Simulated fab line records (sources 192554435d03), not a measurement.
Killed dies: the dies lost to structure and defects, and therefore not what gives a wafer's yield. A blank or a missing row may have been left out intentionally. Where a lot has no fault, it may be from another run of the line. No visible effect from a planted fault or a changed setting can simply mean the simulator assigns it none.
Chamber matching -- flow n5Finfet -- N5_BEOL_M8_DESCUM_33 on rieDiel-05 has 4 sister chambers
The step chemistry O2, time 7 s. 14 wafers are shown with their chamber, then 7 later ones without.

WAFERS, EACH WITH ITS CHAMBER
wafer,chamber,showerheadPlenumPTorr (Torr),throttleValvePct (%),drypumpMotorCurrentA (A)
L075.2,0,2.14,19.86,5.1
L075.5,0,2.14,19.87,5.1
L075.6,2,1.90,20.26,5.4
L080.1,1,2.16,20.49,6.2
L080.2,2,1.90,20.29,5.5
L080.3,3,2.01,20.30,5.5
L084.1,2,1.89,20.30,5.4
L084.2,3,2.01,20.31,5.6
L084.5,3,2.01,20.31,5.6
L085.4,1,2.16,20.51,6.1
L085.5,1,2.16,20.50,6.1
L085.6,0,2.13,19.89,5.1
L093.1,3,2.00,20.33,5.5
L093.4,0,2.13,19.88,5.1

SIGNATURES (means of the wafers above)
reading,chamber 0,chamber 1,chamber 2,chamber 3,scatter within a chamber
showerheadPlenumPTorr,2.1350,2.1600,1.8967,2.0075,0.00492
throttleValvePct,19.8750,20.5000,20.2833,20.3125,0.0143
drypumpMotorCurrentA,5.100,6.133,5.433,5.550,0.0483
Rule: distance of a wafer from a chamber = root of the sum over the readings of ((wafer's reading minus chamber's mean) / reading's scatter) squared. If the next closest chamber is less than 2 further off than the closest, the wafer can't be placed; otherwise it belongs to the closest. The scatter is the square root of a quotient: the sum, over the shown wafers, of each reading's squared deviation from its chamber's mean, divided by wafers minus chambers.

WAFERS WITHOUT THEIR CHAMBER
wafer,showerheadPlenumPTorr (Torr),throttleValvePct (%),drypumpMotorCurrentA (A)
L093.6,2.13,19.90,5.1
L092.2,2.15,20.53,6.2
L092.4,2.00,20.34,5.5
L092.6,2.15,20.53,6.2
L095.3,1.89,20.34,5.4
L095.5,2.13,19.90,5.1
L095.6,2.00,20.33,5.6

CHAMBER TAKEN BY EACH
wafer,from the rows above,in truth
L093.6,0,0
L092.2,1,1
L092.4,3,3
L092.6,1,1
L095.3,2,2
L095.5,0,0
L095.6,3,3
Correctly placed: 7 of 7. From these rows, 0 cannot be placed. Placed wrongly: 0.
